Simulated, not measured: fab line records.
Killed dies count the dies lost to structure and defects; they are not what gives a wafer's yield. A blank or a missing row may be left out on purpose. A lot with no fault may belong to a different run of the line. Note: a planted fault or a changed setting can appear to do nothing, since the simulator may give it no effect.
Matching of chambers :: flow n5_finfet :: ald_metal-03 running N5_BEOL_M1_ALD_84: 4 sister chambers
The step deposits TaN, pulse time 2 s, purge time 3 s, co reactant purge time 2 s. 8 wafers are shown with their chamber, then 8 later ones without.

WAFERS, EACH WITH ITS CHAMBER
wafer: L080.3
chamber: 3
heater_power_w (W): 401
susceptor_temp_C (C): 274.93

wafer: L085.3
chamber: 3
heater_power_w (W): 403
susceptor_temp_C (C): 274.75

wafer: L089.1
chamber: 0
heater_power_w (W): 366
susceptor_temp_C (C): 275.00

wafer: L089.3
chamber: 2
heater_power_w (W): 323
susceptor_temp_C (C): 274.72

wafer: L090.2
chamber: 1
heater_power_w (W): 387
susceptor_temp_C (C): 275.07

wafer: L090.3
chamber: 2
heater_power_w (W): 328
susceptor_temp_C (C): 274.89

wafer: L090.4
chamber: 0
heater_power_w (W): 367
susceptor_temp_C (C): 275.30

wafer: L093.1
chamber: 1
heater_power_w (W): 395
susceptor_temp_C (C): 274.99

WAFERS WITHOUT THEIR CHAMBER
wafer: L093.3
heater_power_w (W): 368
susceptor_temp_C (C): 275.18

wafer: L093.5
heater_power_w (W): 392
susceptor_temp_C (C): 274.82

wafer: L094.1
heater_power_w (W): 370
susceptor_temp_C (C): 275.12

wafer: L094.4
heater_power_w (W): 322
susceptor_temp_C (C): 275.23

wafer: L094.5
heater_power_w (W): 316
susceptor_temp_C (C): 274.94

wafer: L097.3
heater_power_w (W): 371
susceptor_temp_C (C): 274.97

wafer: L097.5
heater_power_w (W): 388
susceptor_temp_C (C): 274.97

wafer: L097.6
heater_power_w (W): 368
susceptor_temp_C (C): 275.28

EACH ONE'S CHAMBER
wafer: L093.3
from the rows above: 0
in truth: 0

wafer: L093.5
from the rows above: can't be placed: 1 or 3
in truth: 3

wafer: L094.1
from the rows above: 0
in truth: 0

wafer: L094.4
from the rows above: 2
in truth: 2

wafer: L094.5
from the rows above: 2
in truth: 2

wafer: L097.3
from the rows above: 0
in truth: 0

wafer: L097.5
from the rows above: 1
in truth: 1

wafer: L097.6
from the rows above: 0
in truth: 0
Correctly placed: 7 of 8. Cannot be placed on the basis of these rows: 1; the candidates contain the true chamber in 1. Wrongly placed: 0.
How it was worked out, from the rows above alone: a wafer's distance from a chamber is the root of the sum, over the readings, of the square of ((its reading less the chamber's mean) divided by the reading's scatter). If the next closest chamber is less than 2 further off than the closest, the wafer can't be placed; otherwise it belongs to the closest. The mean given for a chamber averages the wafers shown for that chamber. The scatter: the root of (the sum of the squares of (reading less its chamber's mean) over the shown wafers, divided by (wafers less chambers)).
